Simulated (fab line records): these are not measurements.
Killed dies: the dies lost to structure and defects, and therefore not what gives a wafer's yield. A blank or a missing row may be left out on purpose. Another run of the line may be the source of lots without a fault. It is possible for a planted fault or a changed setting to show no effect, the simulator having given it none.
Lot-split experiment + flow n5 finfet + route with 1938 steps; 7 lots, 21 wafers read

## ON THE SPLIT
At N5_PASSIVATION_EXPOSE_07 (exposes mask TV, defocus 0 nm, target cd 3000 nm), the setting dose mj was moved away from the recipe's 22.75 on 6 of the 21 wafers read, by -3.8% to +6.4%. For the rest of the wafers, this setting stayed at what the recipe calls for.

## FROM THE SPLIT TO THE READING: what the file shows between them, 3 steps
- N5_PASSIVATION_PEB_08
- N5_PASSIVATION_DEVELOP_09: develop time 60 s
- N5_PASSIVATION_HARDBAKE_11: time 120 s

## THE READING
cd nm, in nm, at N5_PASSIVATION_CD_MEAS_10 (target cd 3000 nm). A value of 2999.4 nm with a standard deviation of 1.5 nm is what fault-free wafers of this fab line usually give.

| wafer  | tool, chamber at the split | dose mj as run | against the recipe | cd nm, nm | against lot-mates on the recipe |
|--------|----------------------------|----------------|--------------------|-----------|---------------------------------|
| L079.1 | krf scanner-01, 0          | 22.75          | recipe             | 3001.5    | -                               |
| L079.4 | krf scanner-01, 0          | 22.75          | recipe             | 2999.7    | -                               |
| L079.6 | krf scanner-01, 0          | 22.75          | recipe             | 2998.4    | -                               |
| L080.2 | krf scanner-01, 0          | 22.75          | recipe             | 3000.1    | -                               |
| L080.3 | krf scanner-01, 0          | 22.75          | recipe             | 2998.2    | -                               |
| L080.6 | krf scanner-01, 0          | 22.75          | recipe             | 3000.7    | -                               |
| L083.2 | krf scanner-02, 0          | 22.75          | recipe             | 3000.8    | -                               |
| L083.3 | krf scanner-02, 0          | 22.75          | recipe             | 2997.5    | -                               |
| L083.4 | krf scanner-02, 0          | 22.75          | recipe             | 3000.8    | -                               |
| L086.4 | krf scanner-02, 0          | 21.89          | -3.8%              | 2990.6    | -6.3                            |
| L086.5 | krf scanner-02, 0          | 22.75          | recipe             | 2996.9    | -                               |
| L086.6 | krf scanner-02, 0          | 21.89          | -3.8%              | 2988.9    | -8.0                            |
| L088.1 | krf scanner-01, 0          | 22.21          | -2.4%              | 2995.5    | -4.1                            |
| L088.4 | krf scanner-01, 0          | 22.75          | recipe             | 2999.9    | -                               |
| L088.6 | krf scanner-01, 0          | 22.75          | recipe             | 2999.2    | -                               |
| L089.4 | krf scanner-01, 0          | 23.56          | +3.6%              | 3006.4    | +7.1                            |
| L089.5 | krf scanner-01, 0          | 22.75          | recipe             | 3000.1    | -                               |
| L089.6 | krf scanner-01, 0          | 22.75          | recipe             | 2998.6    | -                               |
| L094.2 | krf scanner-02, 0          | 24.2           | +6.4%              | 3011.7    | +13.0                           |
| L094.3 | krf scanner-02, 0          | 24.2           | +6.4%              | 3012.4    | +13.7                           |
| L094.6 | krf scanner-02, 0          | 22.75          | recipe             | 2998.7    | -                               |

FIT RESULTS
A straight line over all 21 wafers: cd nm changes by +2.1 nm for each +1% of dose mj; r = +0.97; the points scatter about the line by 1.3 nm.
The same after taking each lot's own level away (the mean of its wafers on the recipe; 21 wafers): +2.01 nm for each +1%; r = +0.98; scatter 1 nm.
The reading moves by 13 nm for the largest change in dose mj, on that fit.
The lots' own levels span 2996.90 to 2999.87 nm, that is 2.0 times the standard deviation above.
The two slopes agree, so the slope changes little with the lot-to-lot level.
Check: for one of the wafers moved furthest among these (+6.4%), held out of the fit, the line's prediction against its lot-mates is +12.9 nm. Against them it came out at +13 nm.

## ADDITIONAL SPLITS CARRIED BY THESE WAFERS
Before the reading, these wafers also passed through other splits. Each is held against what the fit with the lots' levels taken away leaves over:
| other split on the same wafers    | wafers away from the commonest value | r with cd nm (lot level and that fit taken away) |
|-----------------------------------|--------------------------------------|--------------------------------------------------|
| N5_BEOL_M14_TRENCH_ETCH_34 bias w | 6                                    | -0.18                                            |
| N5_BEOL_M15_ETCH_61 time s        | 7                                    | -0.14                                            |
| N5_BEOL_M15_TRENCH_ETCH_34 time s | 6                                    | -0.09                                            |
| N5_PASSIVATION_PECVD_55 time s    | 7                                    | -0.30                                            |

## FILE'S OWN FIT
cd nm changes by +2.01 nm for each +1% of dose mj, r = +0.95.
